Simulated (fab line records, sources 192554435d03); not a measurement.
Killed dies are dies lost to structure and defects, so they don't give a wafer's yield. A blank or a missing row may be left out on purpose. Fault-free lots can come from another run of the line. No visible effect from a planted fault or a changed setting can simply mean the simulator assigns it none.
Matching of chambers -- flow n5-finfet -- cmp-03 running N5_BEOL_M7_CMP_52: 4 sister chambers
The step polishes, stops on SiCOH lowk, t overpolish 6.9 s, target thk 80 nm. 4 wafers are shown with their chamber, then 9 later ones without.

EACH WAFER AND ITS CHAMBER
wafer,chamber,motor-current-A (A)
L079.6,3,5.0
L081.2,1,5.9
L081.3,0,8.5
L081.5,2,6.4

WAFERS WHOSE CHAMBER IS MISSING
wafer,motor-current-A (A)
L088.2,6.1
L088.5,6.1
L088.6,6.2
L090.2,6.0
L090.3,5.0
L090.4,7.6
L096.3,5.9
L096.5,7.9
L096.6,6.0

CHAMBER TAKEN BY EACH
wafer,from the rows above,in truth
L088.2,can't be placed: 1 or 2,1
L088.5,can't be placed: 1 or 2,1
L088.6,can't be placed: 2 or 1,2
L090.2,can't be placed: 1 or 2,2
L090.3,3,3
L090.4,can't be placed: 0 or 2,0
L096.3,can't be placed: 1 or 2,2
L096.5,0,0
L096.6,can't be placed: 1 or 2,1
Placed correctly: 2 of 9. Not placeable from these rows: 7 (in 7, the candidates include the true chamber). Placed wrongly: 0.
How it was worked out, from the rows above alone: a wafer's distance from a chamber is the root of the sum, over the readings, of the square of ((its reading less the chamber's mean) divided by the reading's scatter). If the next closest chamber is less than 2 further off than the closest, the wafer can't be placed; otherwise it belongs to the closest. A chamber's mean is the mean of its shown wafers. The scatter: with one shown wafer a chamber, the root of the mean of the squares of how far each hidden wafer lies from its nearest shown one.
